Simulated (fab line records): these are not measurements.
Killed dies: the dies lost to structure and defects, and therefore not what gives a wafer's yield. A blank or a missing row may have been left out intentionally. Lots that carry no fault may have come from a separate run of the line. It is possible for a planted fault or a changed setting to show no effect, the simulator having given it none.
A struck lot beside a sound one || flow nandHarc || 18 out of 1159 route steps
Sound: the wafers L643.2, L643.4, L643.5. Struck: wafers L652.5, L652.6. At the end, the cause is stated.
Per side, at each step with rows, come the tool, then ch with its chambers, and then its first start. Under that, the readings that differ: sound wafers || struck wafers || difference of the means || sigmas: that difference in standard deviations of wafers without a fault.
alike: readings with means less than 2 such deviations apart, plus words and numbers identical on both sides. not compared: withheld readings, readings lacking a value on some wafer, bounds such as >300 that could conceal the same value, and numbers that have no deviation in the record and whose values overlap.
The two part at a step that has a row with sigmas, a row that says differs or no value, or rows on one side only. Non-overlapping numbers with no deviation appear without sigmas and do not part them. Lack of a reading on every wafer of one side parts them only where that side has two or more wafers.

NHARC_P_M2_PRE_CLEAN_32: time 12 s.
  sound on pecvd-03 ch 0,1,2, day 6 17:22; struck on pecvd-03 ch 0,1, day 9 10:49
  alike: heaterPowerOuterW, heaterPowerW
NHARC_P_M2_DEP_33: deposits SiCN, target thk 30 nm.
  sound on pecvd-03 ch 0,1,2, day 6 17:29; struck on pecvd-03 ch 0,1, day 9 10:59
  alike: heaterPowerOuterW, heaterPowerW
NHARC_P_BONDPAD_DEP_00: deposits SiCN, target thk 250 nm.
  sound on pecvd-04 ch 1,2, day 6 17:55; struck on pecvd-01 ch 0,1, day 9 11:29
  alike: heaterPowerOuterW, heaterPowerW
NHARC_P_BONDPAD_CMP_32: polishes SiCN, target thk 200 nm.
  sound on cmp-04 ch 0,2, day 6 18:25; struck on cmp-01 ch 1,2, day 9 11:49
  alike: motorCurrentA
NHARC_P_BONDPAD_THK_MEAS_33: measures by ellipsometry.
  sound on filmMetro-01, day 6 18:39; struck on filmMetro-02, day 9 11:58
  alike: thkNm
then, 7 steps without rows for these wafers: NHARC_P_BONDPAD_SRD_34; NHARC_P_BONDPAD_DEHYDRATE_01 (time 120 s); NHARC_P_BONDPAD_HMDS_02 (time 30 s); NHARC_P_BONDPAD_COAT_36 (time 65 s); NHARC_P_BONDPAD_COAT_03 (resist thk 600 nm); NHARC_P_BONDPAD_SOFTBAKE_04 (time 70 s); NHARC_P_BONDPAD_EBR_05.
NHARC_P_BONDPAD_EXPOSE_06: exposes mask P BPAD.
  sound on krfScanner-02 ch 0, day 6 19:04; struck on krfScanner-03 ch 0, day 9 12:17
{"reading": "exposureDoseMJCm2", "sound": "37.01 37.08 37.02", "struck": "50.15 50.17", "difference": "+13.12", "sigmas": "+99 or more"}
  alike: mask
then, 2 steps without rows for these wafers: NHARC_P_BONDPAD_PEB_07 (peb time 80 s); NHARC_P_BONDPAD_DEVELOP_08 (time 50 s).
NHARC_P_BONDPAD_CD_MEAS_09 targets a cd of 500 nm.
  sound on cdSem-03 ch 0, day 6 19:13; struck on cdSem-03 ch 0, day 9 12:25
{"reading": "cdNm (nm)", "sound": "497.9 502.3 496.0", "struck": "510.3 510.1", "difference": "+11.5", "sigmas": "+5"}
NHARC_P_BONDPAD_OVL_MEAS_38:
  sound on overlay-01, day 6 19:19; struck on overlay-01, day 9 12:30
  alike: overlayXNm, overlayYNm
NHARC_END_SORT_01:
  the record has rows for the sound wafers here (prober-01 ch 0, day 19 11:11) and none for the struck ones

== WHERE THEY PART ==
First at NHARC_P_BONDPAD_EXPOSE_06; last, within this record, at NHARC_END_SORT_01.

WHY: what had been put in by the simulator
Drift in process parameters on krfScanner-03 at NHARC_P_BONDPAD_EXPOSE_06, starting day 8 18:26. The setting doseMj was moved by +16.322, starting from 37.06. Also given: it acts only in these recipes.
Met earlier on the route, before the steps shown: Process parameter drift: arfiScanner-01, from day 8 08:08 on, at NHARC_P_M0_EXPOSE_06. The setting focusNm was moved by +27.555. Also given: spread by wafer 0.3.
